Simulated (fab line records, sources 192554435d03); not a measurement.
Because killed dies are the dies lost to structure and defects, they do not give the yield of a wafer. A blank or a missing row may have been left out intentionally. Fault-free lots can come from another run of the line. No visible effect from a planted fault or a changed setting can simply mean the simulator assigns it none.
Matching of chambers + flow n5_finfet + N5_SD_EPI_N_LINER_46 on ald_sin-04: 4 sister chambers
The step material SiNx, target thk 3 nm. 24 wafers are shown with their chamber, then 12 later ones without.

## WAFERS WITH THEIR CHAMBER
| wafer  | chamber | heater_power_w (W) |
|--------|---------|--------------------|
| L074.3 | 2       | 954                |
| L074.4 | 0       | 858                |
| L074.5 | 2       | 941                |
| L075.1 | 2       | 982                |
| L075.2 | 0       | 850                |
| L075.5 | 3       | 858                |
| L076.2 | 3       | 859                |
| L076.3 | 0       | 851                |
| L076.4 | 0       | 870                |
| L080.1 | 2       | 939                |
| L080.2 | 0       | 850                |
| L080.4 | 1       | 762                |
| L082.1 | 0       | 876                |
| L082.2 | 2       | 975                |
| L082.3 | 1       | 753                |
| L082.4 | 3       | 865                |
| L082.5 | 0       | 865                |
| L082.6 | 3       | 872                |
| L083.1 | 2       | 948                |
| L083.3 | 0       | 864                |
| L083.4 | 1       | 751                |
| L085.3 | 0       | 865                |
| L085.4 | 0       | 887                |
| L085.5 | 1       | 729                |

SIGNATURES (averages over the wafers above)
| reading        | chamber 0 | chamber 1 | chamber 2 | chamber 3 | scatter within a chamber |
|----------------|-----------|-----------|-----------|-----------|--------------------------|
| heater_power_w | 863.60    | 748.75    | 956.50    | 863.50    | 13.5                     |
Rule: a wafer's distance from a chamber is the root of the sum, over the readings, of the square of ((its reading less the chamber's mean) divided by the reading's scatter). The wafer belongs to the nearest chamber; if the next one is less than 2 further off, it can't be placed. The scatter: take each reading less its chamber's mean, square it, sum over the shown wafers, divide by the number of wafers less the number of chambers, and take the root.

## WAFERS WITH NO CHAMBER GIVEN
| wafer  | heater_power_w (W) |
|--------|--------------------|
| L087.1 | 960                |
| L087.2 | 733                |
| L087.5 | 978                |
| L088.2 | 984                |
| L088.4 | 980                |
| L088.5 | 858                |
| L091.2 | 750                |
| L091.3 | 862                |
| L091.6 | 868                |
| L094.1 | 876                |
| L094.2 | 759                |
| L094.6 | 975                |

## WHICH CHAMBER EACH ONE RAN IN
| wafer  | from the rows above     | in truth |
|--------|-------------------------|----------|
| L087.1 | 2                       | 2        |
| L087.2 | 1                       | 1        |
| L087.5 | 2                       | 2        |
| L088.2 | 2                       | 2        |
| L088.4 | 2                       | 2        |
| L088.5 | can't be placed: 3 or 0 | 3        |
| L091.2 | 1                       | 1        |
| L091.3 | can't be placed: 3 or 0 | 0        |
| L091.6 | can't be placed: 0 or 3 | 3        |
| L094.1 | can't be placed: 0 or 3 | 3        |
| L094.2 | 1                       | 1        |
| L094.6 | 2                       | 2        |
Correctly placed: 8 of 12. Cannot be placed on the basis of these rows: 4; the candidates contain the true chamber in 4. Number placed wrongly: 0.
